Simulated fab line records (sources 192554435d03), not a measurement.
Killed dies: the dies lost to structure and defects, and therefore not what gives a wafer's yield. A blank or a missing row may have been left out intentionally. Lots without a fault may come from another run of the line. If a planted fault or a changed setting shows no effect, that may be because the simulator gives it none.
Lot-split experiment || flow n5_finfet || on a route of 1938 steps: 7 lots, 21 wafers read

## ON THE SPLIT
At N5_BEOL_M13_EXPOSE_25 (exposes mask M13, target cd 210 nm), the setting dose_mj was moved away from the recipe's 22 on 7 of the 21 wafers read, by -7.4% to +6.3%. For the rest of the wafers, this setting stayed at what the recipe calls for.

## FROM THE SPLIT TO THE READING: what the file shows between them, 3 steps
- N5_BEOL_M13_PEB_26: peb time 90 s
- N5_BEOL_M13_DEVELOP_27: develop time 45 s
- N5_BEOL_M13_HARDBAKE_32: time 120 s

## THE READING
At N5_BEOL_M13_CD_MEAS_28: cd_nm in nanometres, against a target cd of 209.5 nm. A value of 209.2 nm with a standard deviation of 1.8 nm is what fault-free wafers of this fab line usually give.

{"wafer": "L075.2", "tool, chamber at the split": "krf_scanner-02, 0", "dose_mj as run": 21.02, "against the recipe": "-4.5%", "cd_nm, nm": 207.5, "against lot-mates on the recipe": -3.8}
{"wafer": "L075.3", "tool, chamber at the split": "krf_scanner-02, 0", "dose_mj as run": 21.02, "against the recipe": "-4.5%", "cd_nm, nm": 205.7, "against lot-mates on the recipe": -5.6}
{"wafer": "L075.5", "tool, chamber at the split": "krf_scanner-02, 0", "dose_mj as run": 22, "against the recipe": "recipe", "cd_nm, nm": 211.3, "against lot-mates on the recipe": "-"}
{"wafer": "L080.1", "tool, chamber at the split": "krf_scanner-01, 0", "dose_mj as run": 22, "against the recipe": "recipe", "cd_nm, nm": 208.6, "against lot-mates on the recipe": "-"}
{"wafer": "L080.3", "tool, chamber at the split": "krf_scanner-01, 0", "dose_mj as run": 22, "against the recipe": "recipe", "cd_nm, nm": 208.5, "against lot-mates on the recipe": "-"}
{"wafer": "L080.5", "tool, chamber at the split": "krf_scanner-01, 0", "dose_mj as run": 22, "against the recipe": "recipe", "cd_nm, nm": 209.9, "against lot-mates on the recipe": "-"}
{"wafer": "L084.1", "tool, chamber at the split": "krf_scanner-02, 0", "dose_mj as run": 22, "against the recipe": "recipe", "cd_nm, nm": 210.7, "against lot-mates on the recipe": "-"}
{"wafer": "L084.4", "tool, chamber at the split": "krf_scanner-02, 0", "dose_mj as run": 23.39, "against the recipe": "+6.3%", "cd_nm, nm": 213.3, "against lot-mates on the recipe": "+3.4"}
{"wafer": "L084.5", "tool, chamber at the split": "krf_scanner-02, 0", "dose_mj as run": 22, "against the recipe": "recipe", "cd_nm, nm": 209.2, "against lot-mates on the recipe": "-"}
{"wafer": "L091.1", "tool, chamber at the split": "krf_scanner-02, 0", "dose_mj as run": 22, "against the recipe": "recipe", "cd_nm, nm": 210.2, "against lot-mates on the recipe": "-"}
{"wafer": "L091.3", "tool, chamber at the split": "krf_scanner-02, 0", "dose_mj as run": 22, "against the recipe": "recipe", "cd_nm, nm": 209.3, "against lot-mates on the recipe": "-"}
{"wafer": "L091.5", "tool, chamber at the split": "krf_scanner-02, 0", "dose_mj as run": 22.9, "against the recipe": "+4.1%", "cd_nm, nm": 214.7, "against lot-mates on the recipe": "+4.9"}
{"wafer": "L095.2", "tool, chamber at the split": "krf_scanner-01, 0", "dose_mj as run": 22, "against the recipe": "recipe", "cd_nm, nm": 206.4, "against lot-mates on the recipe": "-"}
{"wafer": "L095.3", "tool, chamber at the split": "krf_scanner-01, 0", "dose_mj as run": 22, "against the recipe": "recipe", "cd_nm, nm": 209.3, "against lot-mates on the recipe": "-"}
{"wafer": "L095.4", "tool, chamber at the split": "krf_scanner-01, 0", "dose_mj as run": 20.48, "against the recipe": "-6.9%", "cd_nm, nm": 199.9, "against lot-mates on the recipe": -8.0}
{"wafer": "L096.1", "tool, chamber at the split": "krf_scanner-01, 0", "dose_mj as run": 20.38, "against the recipe": "-7.4%", "cd_nm, nm": 200.4, "against lot-mates on the recipe": -6.5}
{"wafer": "L096.4", "tool, chamber at the split": "krf_scanner-01, 0", "dose_mj as run": 22, "against the recipe": "recipe", "cd_nm, nm": 207.7, "against lot-mates on the recipe": "-"}
{"wafer": "L096.5", "tool, chamber at the split": "krf_scanner-01, 0", "dose_mj as run": 22, "against the recipe": "recipe", "cd_nm, nm": 206.2, "against lot-mates on the recipe": "-"}
{"wafer": "L097.1", "tool, chamber at the split": "krf_scanner-01, 0", "dose_mj as run": 22, "against the recipe": "recipe", "cd_nm, nm": 208.6, "against lot-mates on the recipe": "-"}
{"wafer": "L097.2", "tool, chamber at the split": "krf_scanner-01, 0", "dose_mj as run": 23.12, "against the recipe": "+5.1%", "cd_nm, nm": 214.7, "against lot-mates on the recipe": "+4.6"}
{"wafer": "L097.6", "tool, chamber at the split": "krf_scanner-01, 0", "dose_mj as run": 22, "against the recipe": "recipe", "cd_nm, nm": 211.7, "against lot-mates on the recipe": "-"}

THE FIT
A straight line over all 21 wafers: cd_nm changes by +1.02 nm for each +1% of dose_mj; r = +0.89; the points scatter about the line by 1.7 nm.
The same after taking each lot's own level away (the mean of its wafers on the recipe; 21 wafers): +0.928 nm for each +1%; r = +0.94; scatter 1.1 nm.
The reading moves by 6.8 nm for the largest change in dose_mj, on that fit.
The lots' own levels span 206.95 to 211.30 nm, that is 2.4 times the standard deviation above.
Consequently the slope shifts little with the lot-to-lot level, the two slopes agreeing.
Check: for one of the wafers moved furthest among these (-7.4%), held out of the fit, the line's prediction against its lot-mates is -7.2 nm. It came out at -6.55 nm against them.

## OTHER SPLITS APPLIED TO THESE WAFERS
Other splits were also applied to these wafers ahead of the reading. Each is held against what the fit with the lots' levels taken away leaves over:
{"other split on the same wafers": "N5_BEOL_M11_DESCUM_16 time_s", "wafers away from the commonest value": 13, "r with cd_nm (lot level and that fit taken away)": -0.04}
{"other split on the same wafers": "N5_BEOL_M13_ETCH_59 bias_w", "wafers away from the commonest value": 7, "r with cd_nm (lot level and that fit taken away)": -0.03}

## THE WHOLE CHAIN: every reading that the file lists as answering this split, in the file's order
{"step": "N5_BEOL_M13_CD_MEAS_28", "what it does": "target cd 209.5 nm", "reading": "cd_nm", "change (the file's fit)": "+0.923 nm for each +1% of the setting", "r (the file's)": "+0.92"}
{"step": "N5_BEOL_M13_DESCUM_33", "what it does": "chemistry O2, time 7.9 s", "reading": "BEOL_M13.cd_nm (the simulator's own value, which no gauge read)", "change (the file's fit)": "+0.925 nm for each +1% of the setting", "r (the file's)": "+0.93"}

## FILE'S OWN FIT
cd_nm changes by +0.923 nm for each +1% of dose_mj, r = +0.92.
